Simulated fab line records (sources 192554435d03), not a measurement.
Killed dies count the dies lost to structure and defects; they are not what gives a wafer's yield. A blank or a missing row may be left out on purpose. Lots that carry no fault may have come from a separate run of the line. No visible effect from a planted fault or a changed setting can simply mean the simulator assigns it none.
fab line records	flow n5Finfet
record: lots: 7	wafers: 21
route steps=1938 shown WELL_APT@21 FIN_CUT@156 SD_EPI_N@263 SD_ACTIVATION@330 SDB@350
startH: start of the lot's first displayed wafer, in hours after the record's first day	waitH: hours from the lot's prior step to this one	" identical to the entry in the row above	L1.1+2: a row that stands for several wafers	- value missing, or start not given	* or withheld: withheld	< > ~ a bound
route shown NAME@n: NAME is a module with steps in the file, n the number in the route of the first one	usual: mean/standard deviation of fault-free wafers	same: alike in all rows	chamber/n: place in a boat	sites: each site's reading	_std_site: the standard deviation of these	_edge_site: outer sites' mean less inner sites'	radiusMm: for every site, how far away it sits from the centre of the wafer	mask NAME#n: copy n	behind: tool/chamber where the wafer was last shaped	hold: cause of the lot's hold/its duration in hours/its outcome	device: which transistor (n, p or np) failed to switch	end of line: the same wafers' tests at the end of the route	step lacking rows: just its recipe	killed: the dies lost at the first sort to structure and to defects; this is not the yield of the wafer	map: dies across one wafer; x = killed, . = not, _ = none there
set.NAME: setting as actually run; set.NAME@STEP: the setting as run at that earlier step	model.NAME: the simulator's own value behind a step, which no gauge read
lots whose settings were changed on purpose; a table a step, a row a wafer
== steps ==
step: N5_WELL_APT_COAT_02
recipe: spinRpm: 1357	resistThkNm: 950
lot.wafer	tool	chamber	startH	waitH	set.spinRpm	model.coat_of_WELL_APT_COAT_02.thkNm
L075.1	lithoTrack-03	0	-	-	1357	947.4
L075.5	"	0	"	"	1357	946.1
L075.6	"	0	"	"	1477	908
L080.1	lithoTrack-02	0	-	-	1357	951.4
L080.3	"	0	"	"	1357	950.8
L080.4	"	0	"	"	1357	953
L081.1	lithoTrack-02	0	-	-	1357	951
L081.5	"	0	"	"	1357	950.7
L081.6	"	0	"	"	1357	950.9
L083.2	lithoTrack-05	0	-	-	1473	912.2
L083.3	"	0	"	"	1473	912.1
L083.5	"	0	"	"	1357	946.4
L085.1	lithoTrack-02	0	-	-	1357	954.9
L085.3	"	0	"	"	1357	952.7
L085.6	"	0	"	"	1357	951.5
L088.1	lithoTrack-03	0	-	-	1357	952.7
L088.2	"	0	"	"	1357	954.3
L088.3	"	0	"	"	1357	955.6
L097.1	lithoTrack-03	0	-	-	1357	946
L097.5	"	0	"	"	1357	947.4
L097.6	"	0	"	"	1357	949.6
step: N5_WELL_APT_EXPOSE_22
recipe: maskId: PWELL	na: 0.8	sourceShape: conventional	sigmaOuter: 0.8	polarization: unpolarized	defocusNm: 0	targetCdNm: 200	doseMj: 23.2
lot.wafer	tool	chamber	startH	waitH	mask	set.doseMj
L075.1+6	krfScanner-02	0	21.91	-	PWELL#0	21.49
L075.5	"	0	"	"	PWELL#0	23.2
L080.1+3+4	krfScanner-02	0	52.02	-	PWELL#0	23.2
L081.1+5	krfScanner-02	0	57.83	-	PWELL#0	23.78
L081.6	"	0	"	"	PWELL#0	23.2
L083.2	krfScanner-02	0	68.77	-	PWELL#0	24.67
L083.3+5	"	0	"	"	PWELL#0	23.2
L085.1+6	krfScanner-02	0	80.52	-	PWELL#0	23.2
L085.3	"	0	"	"	PWELL#0	22.14
L088.1+2+3	krfScanner-01	0	99.40	-	PWELL#0	23.2
L097.1+5	krfScanner-02	0	152.78	-	PWELL#0	23.2
L097.6	"	0	"	"	PWELL#0	24.27
step: N5_WELL_APT_PEB_23
recipe: pebTempC: 130	pebTimeS: 90
lot.wafer	tool	chamber	startH	waitH	set.pebTimeS
L075.1+5	lithoTrack-02	0	21.96	0.1	101.3
L075.6	"	0	"	"	90
L080.1+3+4	lithoTrack-05	0	52.08	0.1	90
L081.1+5	lithoTrack-02	0	57.89	0.1	82.05
L081.6	"	0	"	"	90
L083.2	lithoTrack-05	0	68.82	0.0	90
L083.3+5	"	0	"	"	79.62
L085.1	lithoTrack-02	0	80.58	0.1	90
L085.3+6	"	0	"	"	80.43
L088.1+2+3	lithoTrack-05	0	99.45	0.1	90
L097.1+6	lithoTrack-02	0	152.84	0.1	90
L097.5	"	0	"	"	78.02
step: N5_WELL_APT_DEVELOP_24
recipe: developTimeS: 45	rinseLiquid: surfactantRinse	dry: airSpin	devTempC: 21
step: N5_WELL_APT_HARDBAKE_29
recipe: tempC: 130	timeS: 120
step: N5_WELL_APT_CD_MEAS_25
recipe: targetCdNm: 200	landingEnergyEv: 500	detector: seInlens
usual: cdNm: 198.9/2.4
lot.wafer	tool	chamber	startH	waitH	set.doseMj@WELL_APT_EXPOSE_22	set.pebTimeS@WELL_APT_PEB_23	cdNm
L075.1	cdSem-03	0	22.08	-	21.49	101.3	188.8
L075.5	"	0	"	"	23.2	101.3	202.6
L075.6	"	0	"	"	21.49	90	179.7
L080.1	cdSem-02	0	52.19	-	23.2	90	200.3
L080.3	"	0	"	"	23.2	90	197.7
L080.4	"	0	"	"	23.2	90	201.3
L081.1	cdSem-03	0	58.00	-	23.78	82.05	195.7
L081.5	"	0	"	"	23.78	82.05	195.4
L081.6	"	0	"	"	23.2	90	194.4
L083.2	cdSem-01	0	68.93	-	24.67	90	212.1
L083.3	"	0	"	"	23.2	79.62	190.8
L083.5	"	0	"	"	23.2	79.62	190.1
L085.1	cdSem-03	0	80.69	-	23.2	90	195.8
L085.3	"	0	"	"	22.14	80.43	183.2
L085.6	"	0	"	"	23.2	80.43	195.3
L088.1	cdSem-01	0	99.57	-	23.2	90	198.8
L088.2	"	0	"	"	23.2	90	197.7
L088.3	"	0	"	"	23.2	90	198.9
L097.1	cdSem-02	0	152.96	-	23.2	90	194.0
L097.5	"	0	"	"	23.2	78.02	189.3
L097.6	"	0	"	"	24.27	90	207.4
step: N5_WELL_APT_DESCUM_30
recipe: chemistry: O2	timeS: 7.9	sourcePowerW: 50	biasPowerW: 20	pressureMtorr: 20	rfFrequencyHz: 2.712e+07	tempC: 40	o2FlowSccm: 225
lot.wafer	tool	chamber	startH	waitH	set.doseMj@WELL_APT_EXPOSE_22	set.pebTimeS@WELL_APT_PEB_23	model.WELL_APT.cdNm
L075.1	rieDiel-06	3	22.29	0.2	21.49	101.3	188.7
L075.5	"	3	"	"	23.2	101.3	203
L075.6	"	2	"	"	21.49	90	180.2
L080.1	rieDiel-04	2	52.88	0.6	23.2	90	200.3
L080.3	"	3	"	"	23.2	90	197.4
L080.4	"	1	"	"	23.2	90	200.8
L081.1	rieDiel-01	3	58.64	0.6	23.78	82.05	195.9
L081.5	"	1	"	"	23.78	82.05	196.3
L081.6	"	2	"	"	23.2	90	194.7
L083.2	rieDiel-06	1	69.28	0.3	24.67	90	211.8
L083.3	"	3	"	"	23.2	79.62	191
L083.5	"	0	"	"	23.2	79.62	189.9
L085.1	rieDiel-01	3	81.06	0.3	23.2	90	195.8
L085.3	"	0	"	"	22.14	80.43	183
L085.6	"	0	"	"	23.2	80.43	195.2
L088.1	rieDiel-04	1	99.66	0.0	23.2	90	199.1
L088.2	"	2	"	"	23.2	90	197.7
L088.3	"	3	"	"	23.2	90	199
L097.1	rieDiel-04	1	153.04	0.0	23.2	90	194.1
L097.5	"	2	"	"	23.2	78.02	189.3
L097.6	"	3	"	"	24.27	90	207.5
step: N5_FIN_CUT_COAT_29
recipe: resist: underlayer	tempC: 205	timeS: 60	spinRpm: 1500	resistThkNm: 10
lot.wafer	tool	chamber	startH	waitH	set.spinRpm	model.underlayer_of_FIN_CUT_COAT_29.thkNm
L075.1+6	lithoTrack-03	0	-	-	1500	10
L075.5	"	0	"	"	1341	10.6
L080.1	lithoTrack-03	0	-	-	1500	10
L080.3+4	"	0	"	"	1646	9.6
L081.1	lithoTrack-03	0	-	-	1407	10.4
L081.5+6	"	0	"	"	1500	10
L083.2+5	lithoTrack-02	0	-	-	1500	10
L083.3	"	0	"	"	1655	9.4
L085.1+6	lithoTrack-02	0	-	-	1356	10.6
L085.3	"	0	"	"	1500	10
L088.1+2+3	lithoTrack-03	0	-	-	1500	10
L097.1	lithoTrack-03	0	-	-	1609	9.6
L097.5+6	"	0	"	"	1500	10
step: N5_FIN_CUT_COAT_02
recipe: resist: CAR-EUV	spinRpm: 1500	resistThkNm: 30
step: N5_FIN_CUT_EBR_04
recipe: solvent: PGMEA	ebrWidthMm: 1.5
step: N5_FIN_CUT_DESCUM_13
recipe: chemistry: O2	timeS: 7	sourcePowerW: 50	biasPowerW: 20	pressureMtorr: 20	rfFrequencyHz: 2.712e+07	tempC: 40	resist: CAR-EUV	o2FlowSccm: 225
step: N5_FIN_CUT_ETCH_30
recipe: chemistry: N2/H2	target: underlayer	targetDepthA: 130	maskMaterial: CAR-EUV	timeS: 10.4	ionEnergyEv: 200	pressureMtorr: 30	sourceW: 840	biasW: 150	n2FlowSccm: 200	h2FlowSccm: 200	ends: cleared
lot.wafer	tool	chamber	startH	waitH	set.spinRpm@FIN_CUT_COAT_29	model.CAR-EUV_of_FIN_CUT_COAT_02.thkNm	model.etch.depthNm
L075.1	rieDiel-03	3	33.85	0.0	1500	14.6	10
L075.5	"	0	"	"	1341	13.8	10.58
L075.6	"	1	"	"	1500	14.8	10.02
L080.1	rieDiel-05	3	65.88	0.0	1500	14.6	10.06
L080.3	"	1	"	"	1646	15	9.624
L080.4	"	0	"	"	1646	15.2	9.63
L081.1	rieDiel-02	0	70.47	0.0	1407	14.2	10.35
L081.5	"	3	"	"	1500	14.8	10.03
L081.6	"	0	"	"	1500	14.6	10.02
L083.2	rieDiel-02	2	81.97	0.0	1500	14.6	9.984
L083.3	"	3	"	"	1655	15.4	9.494
L083.5	"	0	"	"	1500	14.6	10.02
L085.1	rieDiel-02	2	95.28	0.0	1356	14	10.53
L085.3	"	3	"	"	1500	14.6	10.01
L085.6	"	2	"	"	1356	14	10.51
L088.1	rieDiel-05	3	111.65	0.0	1500	14.4	10.02
L088.2	"	0	"	"	1500	14.6	10.04
L088.3	"	1	"	"	1500	14.6	10
L097.1	rieDiel-05	1	165.08	0.0	1609	14.8	9.692
L097.5	"	1	"	"	1500	14.4	9.998
L097.6	"	2	"	"	1500	14.6	10.02
step: N5_FIN_CUT_ETCH_20
recipe: chemistry: CF4	target: SiARC	targetDepthA: 260	maskMaterial: CAR-EUV	timeS: 43.3	ionEnergyEv: 80	pressureMtorr: 40	sourceW: 545	biasW: 36	Ar_flow_sccm: 100	cf4FlowSccm: 100	ends: cleared
lot.wafer	tool	chamber	startH	waitH	set.spinRpm@FIN_CUT_COAT_29	model.underlayer_of_FIN_CUT_COAT_29.thkNm
L075.1+6	rieDiel-03	3,1	33.87	0.0	1500	9.2
L075.5	"	0	"	"	1341	9.8
L080.1	rieDiel-05	3	65.90	0.0	1500	9.4
L080.3+4	"	1,0	"	"	1646	9
L081.1	rieDiel-02	0	70.49	0.0	1407	9.6
L081.5+6	"	3,0	"	"	1500	9.4
L083.2+5	rieDiel-02	2,0	81.99	0.0	1500	9.2
L083.3	"	3	"	"	1655	8.8
L085.1+6	rieDiel-02	2	95.30	0.0	1356	9.8
L085.3	"	3	"	"	1500	9.2
L088.1+2	rieDiel-05	3,0	111.67	0.0	1500	9.4
L088.3	"	1	"	"	1500	9.2
L097.1	rieDiel-05	1	165.10	0.0	1609	9
L097.5+6	"	1,2	"	"	1500	9.2
step: N5_SD_EPI_N_COAT_33
recipe: resist: SiARC	tempC: 220	timeS: 60	spinRpm: 1500	resistThkNm: 35
lot.wafer	tool	chamber	startH	waitH	set.spinRpm	model.SiARC_of_SD_EPI_N_COAT_33.thkNm
L075.1+6	lithoTrack-02	0	-	-	1500	34.8
L075.5	"	0	"	"	1500	35
L080.1+3+4	lithoTrack-05	0	-	-	1500	35
L081.1	lithoTrack-03	0	-	-	1500	34.8
L081.5	"	0	"	"	1500	35
L081.6	"	0	"	"	1586	34
L083.2	lithoTrack-03	0	-	-	1649	33.4
L083.3	"	0	"	"	1500	35
L083.5	"	0	"	"	1649	33.2
L085.1+3	lithoTrack-05	0	-	-	1500	35
L085.6	"	0	"	"	1583	34
L088.1+2	lithoTrack-02	0	-	-	1500	34.8
L088.3	"	0	"	"	1500	35
L097.1	lithoTrack-05	0	-	-	1423	35.8
L097.5	"	0	"	"	1500	35
L097.6	"	0	"	"	1500	34.8
step: N5_SD_EPI_N_PEB_07
recipe: pebTempC: 110	pebTimeS: 60	resist: CAR-ArF-block
lot.wafer	tool	chamber	startH	waitH	set.pebTimeS
L075.1+5+6	lithoTrack-02	0	54.99	0.1	60
L080.1+3	lithoTrack-03	0	90.46	0.1	60
L080.4	"	0	"	"	50.05
L081.1	lithoTrack-02	0	91.66	0.1	60
L081.5+6	"	0	"	"	49.16
L083.2+5	lithoTrack-05	0	104.42	0.0	64.94
L083.3	"	0	"	"	60
L085.1+3+6	lithoTrack-03	0	117.00	0.1	60
L088.1+2+3	lithoTrack-05	0	133.03	0.1	60
L097.1+6	lithoTrack-02	0	185.72	0.1	53.59
L097.5	"	0	"	"	60
step: N5_SD_EPI_N_DEVELOP_08
recipe: developTimeS: 30	developer: TMAH	resist: CAR-ArF-block	devTempC: 23	rinseLiquid: diw	dry: airSpin
step: N5_SD_EPI_N_CD_MEAS_09
recipe: targetCdNm: 120	landingEnergyEv: 500	detector: seInlens
usual: cdNm: 120.5/0.81
lot.wafer	tool	chamber	startH	waitH	set.pebTimeS@SD_EPI_N_PEB_07	cdNm
L075.1	cdSem-02	0	55.06	-	60	120.7
L075.5	"	0	"	"	60	121.3
L075.6	"	0	"	"	60	120.1
L080.1	cdSem-03	0	90.53	-	60	120.9
L080.3	"	0	"	"	60	120.3
L080.4	"	0	"	"	50.05	112.9
L081.1	cdSem-02	0	91.73	-	60	120.3
L081.5	"	0	"	"	49.16	113.9
L081.6	"	0	"	"	49.16	112.7
L083.2	cdSem-01	0	104.49	-	64.94	123.2
L083.3	"	0	"	"	60	120.6
L083.5	"	0	"	"	64.94	123.1
L085.1	cdSem-03	0	117.07	-	60	119.8
L085.3	"	0	"	"	60	120.3
L085.6	"	0	"	"	60	120.4
L088.1	cdSem-01	0	133.10	-	60	120.7
L088.2	"	0	"	"	60	119.7
L088.3	"	0	"	"	60	120.4
L097.1	cdSem-02	0	185.79	-	53.59	115.6
L097.5	"	0	"	"	60	121.7
L097.6	"	0	"	"	53.59	117.6
step: N5_SD_EPI_N_DESCUM_14
recipe: chemistry: O2	timeS: 7.9	sourcePowerW: 50	biasPowerW: 20	pressureMtorr: 20	rfFrequencyHz: 2.712e+07	tempC: 40	resist: CAR-ArF-block	o2FlowSccm: 225
lot.wafer	tool	chamber	startH	waitH	set.pebTimeS@SD_EPI_N_PEB_07	model.SD_EPI_N.cdNm
L075.1	rieDiel-04	3	56.01	0.9	60	120.6
L075.5	"	2	"	"	60	121.4
L075.6	"	3	"	"	60	120.4
L080.1	rieDiel-01	0	90.61	0.0	60	120.6
L080.3	"	2	"	"	60	120.4
L080.4	"	3	"	"	50.05	113.2
L081.1	rieDiel-01	3	92.00	0.2	60	120.2
L081.5	"	0	"	"	49.16	113.4
L081.6	"	1	"	"	49.16	112.6
L083.2	rieDiel-01	3	104.76	0.0	64.94	123.2
L083.3	"	0	"	"	60	120.6
L083.5	"	1	"	"	64.94	123
L085.1	rieDiel-06	3	117.16	0.0	60	119.6
L085.3	"	2	"	"	60	120.2
L085.6	"	1	"	"	60	120.4
L088.1+3	rieDiel-04	3,0	133.28	0.1	60	120.6
L088.2	"	1	"	"	60	119.6
L097.1	rieDiel-06	3	185.88	0.0	53.59	116
L097.5	"	2	"	"	60	122.2
L097.6	"	1	"	"	53.59	117.6
step: N5_SD_EPI_N_ETCH_34
recipe: chemistry: CF4	target: SiARC	targetDepthA: 455	maskMaterial: CAR-ArF-block	timeS: 75.8	ionEnergyEv: 80	pressureMtorr: 40	sourceW: 545	biasW: 36	Ar_flow_sccm: 100	cf4FlowSccm: 100	ends: cleared
lot.wafer	tool	chamber	startH	waitH	set.spinRpm@SD_EPI_N_COAT_33	set.pebTimeS@SD_EPI_N_PEB_07	model.SD_EPI_N.cdNm	model.CAR-ArF-block_of_SD_EPI_N_COAT_03.thkNm	model.etch.depthNm
L075.1	rieDiel-04	3	56.04	0.0	1500	60	120.6	110.6	34.9
L075.5	"	2	"	"	1500	60	121.6	110.4	35.04
L075.6	"	3	"	"	1500	60	120.2	111	34.89
L080.1	rieDiel-01	0	90.65	0.0	1500	60	121	110.6	35.1
L080.3	"	2	"	"	1500	60	120.6	110.8	35.06
L080.4	"	3	"	"	1500	50.05	113	111.2	34.98
L081.1	rieDiel-01	3	92.04	0.0	1500	60	120	112	34.79
L081.5	"	0	"	"	1500	49.16	113.8	111	34.96
L081.6	"	1	"	"	1586	49.16	112.4	112.2	33.93
L083.2	rieDiel-01	3	104.79	0.0	1649	64.94	123	112.6	33.33
L083.3	"	0	"	"	1500	60	121	111	34.96
L083.5	"	1	"	"	1649	64.94	122.6	112.8	33.21
L085.1	rieDiel-06	3	117.19	0.0	1500	60	119.8	110.6	34.93
L085.3	"	2	"	"	1500	60	119.8	111.2	35.03
L085.6	"	1	"	"	1583	60	120.2	111.8	33.99
L088.1	rieDiel-04	3	133.31	0.0	1500	60	120.4	111	34.89
L088.2	"	1	"	"	1500	60	120	111.2	34.86
L088.3	"	0	"	"	1500	60	120.6	111	34.91
L097.1	rieDiel-06	3	185.91	0.0	1423	53.59	116.2	109.6	35.88
L097.5	"	2	"	"	1500	60	122	110.8	34.96
L097.6	"	1	"	"	1500	53.59	117.2	110.4	34.87
step: N5_SD_EPI_N_EPI_21
recipe: material: Si:P	dopant: P	tempC: 680	pressureTorr: 255	timeS: 690
lot.wafer	tool	chamber	startH	waitH	set.timeS	model.Si-P_of_SD_EPI_N_EPI_21.thkNm
L075.1	epiRpcvd-02	0	57.68	0.1	690	58.8
L075.5	"	0	58.80	1.1	690	59
L075.6	"	0	"	"	690	57.6
L080.1	epiRpcvd-03	0	92.31	0.1	690	58.6
L080.3	"	0	"	"	594.9	53.8
L080.4	"	0	"	"	690	59.8
L081.1	epiRpcvd-02	0	93.68	0.1	690	59
L081.5	"	0	94.80	1.1	690	59.2
L081.6	"	0	"	"	690	58.4
L083.2	epiRpcvd-02	0	106.71	0.4	690	58.2
L083.3	"	0	"	"	592.9	52.6
L083.5	"	0	"	"	592.9	52.8
L085.1	epiRpcvd-01	0	118.83	0.1	585.5	53.4
L085.3	"	0	"	"	690	59.8
L085.6	"	0	"	"	690	60.2
L088.1	epiRpcvd-03	0	134.95	0.1	690	59
L088.2	"	0	"	"	690	59.6
L088.3	"	0	"	"	690	60.4
L097.1	epiRpcvd-03	0	187.76	0.2	690	60
L097.5	"	0	189.25	1.5	690	59.8
L097.6	"	0	"	"	690	58.4
step: N5_SD_EPI_N_EPI_MEAS_23
recipe: mode: xrd
usual: thkNm: 59.2/1.1
lot.wafer	tool	chamber	startH	waitH	set.timeS@SD_EPI_N_EPI_21	thkNm
L075.1	filmMetro-01	-	59.40	1.4	690	59.8
L075.5	"	-	"	"	690	58.1
L075.6	"	-	"	"	690	56.1
L080.1	filmMetro-02	-	94.02	1.4	690	56.8
L080.3	"	-	"	"	594.9	53.8
L080.4	"	-	"	"	690	57.8
L081.1	filmMetro-01	-	95.39	1.4	690	59.1
L081.5	"	-	"	"	690	58.2
L081.6	"	-	"	"	690	57.0
L083.2	filmMetro-02	-	108.15	1.2	690	59.2
L083.3	"	-	"	"	592.9	53.1
L083.5	"	-	"	"	592.9	52.2
L085.1	filmMetro-01	-	120.54	1.5	585.5	52.7
L085.3	"	-	"	"	690	59.5
L085.6	"	-	"	"	690	60.5
L088.1	filmMetro-02	-	136.67	1.4	690	58.7
L088.2	"	-	"	"	690	60.3
L088.3	"	-	"	"	690	58.5
L097.1	filmMetro-01	-	190.05	1.9	690	60.9
L097.5	"	-	"	"	690	60.0
L097.6	"	-	"	"	690	59.1
step: N5_SD_EPI_N_PRECLEAN_24
recipe: chemistry: O3/DIW	timeS: 60	tempC: 22	o3Ppm: 10
step: N5_SD_EPI_N_SRD_25
recipe: timeS: 30	tempC: 23	rinseLiquid: diw	dry: ipaMarangoni
step: N5_SD_ACTIVATION_RTA_00
recipe: tempC: 975	timeS: 0	ambient: N2	idleTempC: 600	rampUpCPerS: 150	rampDownCPerS: 60	coolToC: 600
step: N5_SD_ACTIVATION_LSA_01
recipe: tempC: 1080	timeS: 0.0008	ambient: N2
step: N5_SD_ACTIVATION_RS_MEAS_03
recipe: thkMeasGauge: four-point-probe
usual: RS_SD_N: 21.83/0.27	RS_SD_P: 55.8/0.75
lot.wafer	tool	chamber	startH	waitH	set.timeS@SD_EPI_N_EPI_21	RS_SD_N[ohm/sq]	RS_SD_P[ohm/sq]
L075.1	filmMetro-01	-	64.56	0.2	690	21.94	54.7
L075.5	"	-	"	"	690	21.85	55.1
L075.6	"	-	"	"	690	22.48	55.1
L080.1	filmMetro-02	-	101.35	0.2	690	22.20	56.8
L080.3	"	-	"	"	594.9	24.01	56.7
L080.4	"	-	"	"	690	21.83	56.4
L081.1	filmMetro-01	-	101.39	0.2	690	21.69	54.7
L081.5	"	-	"	"	690	21.80	53.6
L081.6	"	-	"	"	690	21.91	54.3
L083.2	filmMetro-02	-	114.27	0.2	690	22.30	57.2
L083.3	"	-	"	"	592.9	24.64	55.9
L083.5	"	-	"	"	592.9	24.49	55.3
L085.1	filmMetro-01	-	125.80	0.2	585.5	24.00	56.3
L085.3	"	-	"	"	690	21.62	56.4
L085.6	"	-	"	"	690	21.49	56.5
L088.1	filmMetro-01	-	141.86	0.2	690	22.11	55.6
L088.2	"	-	"	"	690	21.69	55.4
L088.3	"	-	"	"	690	21.42	56.6
L097.1	filmMetro-02	-	197.47	0.2	690	21.51	56.6
L097.5	"	-	"	"	690	21.47	55.0
L097.6	"	-	"	"	690	22.18	55.6
step: N5_SDB_COAT_05
recipe: resist: CAR-ArF	spinRpm: 1500	resistThkNm: 90
lot.wafer	tool	chamber	startH	waitH	set.spinRpm	model.CAR-ArF_of_SDB_COAT_05.thkNm
L075.1+6	lithoTrack-02	0	-	-	1500	90
L075.5	"	0	"	"	1500	90.2
L080.1	lithoTrack-02	0	-	-	1500	90
L080.3	"	0	"	"	1500	90.2
L080.4	"	0	"	"	1587	87.4
L081.1+6	lithoTrack-02	0	-	-	1568	88
L081.5	"	0	"	"	1500	90
L083.2+3	lithoTrack-01	0	-	-	1665	85.4
L083.5	"	0	"	"	1500	90
L085.1	lithoTrack-02	0	-	-	1654	86
L085.3	"	0	"	"	1500	90
L085.6	"	0	"	"	1500	90.2
L088.1	lithoTrack-05	0	-	-	1500	90.4
L088.2	"	0	"	"	1500	90
L088.3	"	0	"	"	1500	90.2
L097.1	lithoTrack-02	0	-	-	1500	90.2
L097.5	"	0	"	"	1500	89.8
L097.6	"	0	"	"	1349	94.8
== key ==
split: step: N5_WELL_APT_COAT_02	setting: spinRpm	stated: 1357	by: wafer
response: step: N5_WELL_APT_COAT_02	reading: model.coat_of_WELL_APT_COAT_02.thkNm	change: -4.21	per: 1%	r: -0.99
split: step: N5_WELL_APT_EXPOSE_22	setting: doseMj	stated: 23.2	by: wafer
response: step: N5_WELL_APT_CD_MEAS_25	reading: cdNm	change: +2.83	per: 1%	r: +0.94
response: step: N5_WELL_APT_DESCUM_30	reading: model.WELL_APT.cdNm	change: +2.83	per: 1%	r: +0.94
split: step: N5_WELL_APT_PEB_23	setting: pebTimeS	stated: 90	by: wafer
response: step: N5_WELL_APT_CD_MEAS_25	reading: cdNm	slope: +0.467	per: 1%	togetherWith: doseMj@WELL_APT_EXPOSE_22	explained: 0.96
response: step: N5_WELL_APT_DESCUM_30	reading: model.WELL_APT.cdNm	slope: +0.448	per: 1%	togetherWith: doseMj@WELL_APT_EXPOSE_22	explained: 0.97
split: step: N5_FIN_CUT_COAT_29	setting: spinRpm	stated: 1500	by: wafer
response: step: N5_FIN_CUT_COAT_29	reading: model.underlayer_of_FIN_CUT_COAT_29.thkNm	change: -0.0555	per: 1%	r: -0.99
response: step: N5_FIN_CUT_ETCH_30	reading: model.CAR-EUV_of_FIN_CUT_COAT_02.thkNm	change: +0.0678	per: 1%	r: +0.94
response: step: N5_FIN_CUT_ETCH_30	reading: model.etch.depthNm	change: -0.0496	per: 1%	r: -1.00
response: step: N5_FIN_CUT_ETCH_20	reading: model.underlayer_of_FIN_CUT_COAT_29.thkNm	change: -0.0459	per: 1%	r: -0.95
split: step: N5_SD_EPI_N_COAT_33	setting: spinRpm	stated: 1500	by: wafer
response: step: N5_SD_EPI_N_COAT_33	reading: model.SiARC_of_SD_EPI_N_COAT_33.thkNm	change: -0.171	per: 1%	r: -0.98
response: step: N5_SD_EPI_N_ETCH_34	reading: model.CAR-ArF-block_of_SD_EPI_N_COAT_03.thkNm	change: +0.165	per: 1%	r: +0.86
response: step: N5_SD_EPI_N_ETCH_34	reading: model.etch.depthNm	change: -0.173	per: 1%	r: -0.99
split: step: N5_SD_EPI_N_PEB_07	setting: pebTimeS	stated: 60	by: wafer
response: step: N5_SD_EPI_N_CD_MEAS_09	reading: cdNm	change: +0.42	per: 1%	r: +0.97
response: step: N5_SD_EPI_N_DESCUM_14	reading: model.SD_EPI_N.cdNm	change: +0.421	per: 1%	r: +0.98
response: step: N5_SD_EPI_N_ETCH_34	reading: model.SD_EPI_N.cdNm	change: +0.415	per: 1%	r: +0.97
split: step: N5_SD_EPI_N_EPI_21	setting: timeS	stated: 690	by: wafer
response: step: N5_SD_EPI_N_EPI_21	reading: model.Si-P_of_SD_EPI_N_EPI_21.thkNm	change: +0.408	per: 1%	r: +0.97
response: step: N5_SD_EPI_N_EPI_MEAS_23	reading: thkNm	change: *	per: 1%	r: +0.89
response: step: N5_SD_ACTIVATION_RS_MEAS_03	reading: RS_SD_N	change: -0.156	per: 1%	r: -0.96
split: step: N5_SDB_COAT_05	setting: spinRpm	stated: 1500	by: wafer
response: step: N5_SDB_COAT_05	reading: model.CAR-ArF_of_SDB_COAT_05.thkNm	change: -0.434	per: 1%	r: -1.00
